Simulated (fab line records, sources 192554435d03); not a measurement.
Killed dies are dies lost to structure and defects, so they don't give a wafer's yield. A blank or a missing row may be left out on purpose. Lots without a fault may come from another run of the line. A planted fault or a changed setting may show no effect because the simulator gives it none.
A struck lot beside a sound one | flow n5_finfet | 15 steps out of a route of 1938
Sound: wafers L132.2, L132.4, L132.5. Struck: wafers L134.3, L134.5. (L134.1 of the same lot was not struck and is left out.) The cause comes at the end.
At each step with rows: each side's tool, then ch and its chambers, then its first start. Under that, the readings that differ: sound wafers | struck wafers | difference of the means | sigmas: that difference in standard deviations of wafers without a fault.
alike: readings whose means differ by less than 2 such deviations, and words and numbers that are the same on both sides. not compared: withheld readings, readings that some wafer has no value for, bounds like >300 that may hide the same value, and numbers for which the record gives no deviation and whose values overlap.
The two part at a step that has a row with sigmas, a row that says differs or no value, or rows on one side only. Numbers that don't overlap but have no deviation are shown without sigmas and don't part them. A reading that every wafer of one side lacks parts them only if that side has two wafers or more.

first, 1 step without rows for these wafers: N5_BEOL_M11_DEVELOP_27 (develop time 30 s).
N5_BEOL_M11_CD_MEAS_28: target cd 70 nm.
  sound on cd_sem-01 ch 0, day 12 17:38; struck on cd_sem-02 ch 0, day 14 02:41
  reading    | sound          | struck    | difference | sigmas
  cd_nm (nm) | 67.9 69.0 68.5 | 70.8 72.0 | +2.9       | +3
N5_BEOL_M11_OVL_MEAS_29:
  sound on overlay-01 ch 0, day 12 17:40; struck on overlay-01 ch 0, day 14 02:43
  alike: V10_OVL
N5_BEOL_M11_INSPECT_30: inspects for defects (brightfield).
  sound on defect_inspect-01, day 12 17:41; struck on defect_inspect-02, day 14 02:44
  alike: raw_defect_count
N5_BEOL_M11_DESCUM_33: chemistry O2, time 7.9 s.
  sound on rie_diel-04 ch 0,1,3, day 12 17:44; struck on rie_diel-04 ch 3, day 14 02:56
  alike: drypump_motor_current_A, oes_product_au, rf_fwd_power_W, rf_vpp_V, showerhead_plenum_p_Torr, throttle_valve_pct
  not compared: rf_hours_counter_h
N5_BEOL_M11_ETCH_65: etches SiARC in CF4, target depth 39 nm, time 65 s.
  sound on rie_diel-04 ch 0,1,3, day 12 17:46; struck on rie_diel-04 ch 3, day 14 02:58
  alike: drypump_motor_current_A, etch_rf_on_time_s, mfc_ar_sccm, oes_product_au, rf_fwd_power_W, rf_vpp_V, showerhead_plenum_p_Torr, throttle_valve_pct
  not compared: rf_hours_counter_h
N5_BEOL_M11_ETCH_66: etches SOC in N2/H2, target depth 120 nm, overetch 24 nm, time 180 s.
  sound on rie_diel-04 ch 0,1,3, day 12 17:49; struck on rie_diel-04 ch 3, day 14 03:01
  alike: drypump_motor_current_A, oes_product_au, rf_fwd_power_W, rf_vpp_V, run_length_s, showerhead_plenum_p_Torr, throttle_valve_pct
  not compared: rf_hours_counter_h
then, 3 steps without rows for these wafers: N5_BEOL_M11_STRIP_69 (strips in N2/H2); N5_BEOL_M11_VIA_ETCH_34 (etches SiCOH lowk in C4F6/O2, target depth 184.5 nm, time 69.2 s); N5_BEOL_M11_STRIP_73 (strips in C4F6/O2).
N5_BEOL_M11_STRIP_36: strips in N2/H2.
  sound on rie_diel-04 ch 0,1,3, day 12 18:00; struck on rie_diel-04 ch 3, day 14 03:13
  alike: drypump_motor_current_A, oes_product_au, rf_vpp_V, showerhead_plenum_p_Torr, throttle_valve_pct
  not compared: rf_hours_counter_h
then, 1 step without rows for these wafers: N5_BEOL_M11_TRENCH_ETCH_37 (etches SiCOH lowk in C4F6/O2, target depth 148.83 nm, time 48 s).
N5_BEOL_M11_ETCH_41: etches SiCN in CH3F/O2, target depth 42.6 nm, time 86 s.
  sound on rie_diel-04 ch 0,1,3, day 12 18:05; struck on rie_diel-04 ch 3, day 14 03:17
  reading                  | sound             | struck      | difference                    | sigmas
  rf_fwd_power_W (W)       | 391.9 393.6 391.0 | - -         | no value on the struck wafers |
  run_length_s (s)         | 109.5 109.6 109.3 | 98.8 98.8   | -10.7                         | -28
  model.etch.depth_nm (nm) | 31.94 33.06 33.44 | 29.49 29.65 | -3.24                         |
  alike: drypump_motor_current_A, mfc_ar_sccm, oes_product_au, rf_vpp_V, showerhead_plenum_p_Torr, throttle_valve_pct
  not compared: rf_hours_counter_h
N5_BEOL_M11_STRIP_77: strips in N2/H2, time 10 s.
  sound on rie_diel-04 ch 0,1,3; struck on rie_diel-04 ch 3
  alike: drypump_motor_current_A, oes_product_au, rf_vpp_V, showerhead_plenum_p_Torr, throttle_valve_pct
  not compared: rf_hours_counter_h
N5_PASSIVATION_PROBE_49:
  the record has rows for the sound wafers here (prober-01, day 14 14:19) and none for the struck ones

WHERE THEY PART
First at N5_BEOL_M11_CD_MEAS_28; last, within this record, at N5_PASSIVATION_PROBE_49.

WHY: what the simulator had put in
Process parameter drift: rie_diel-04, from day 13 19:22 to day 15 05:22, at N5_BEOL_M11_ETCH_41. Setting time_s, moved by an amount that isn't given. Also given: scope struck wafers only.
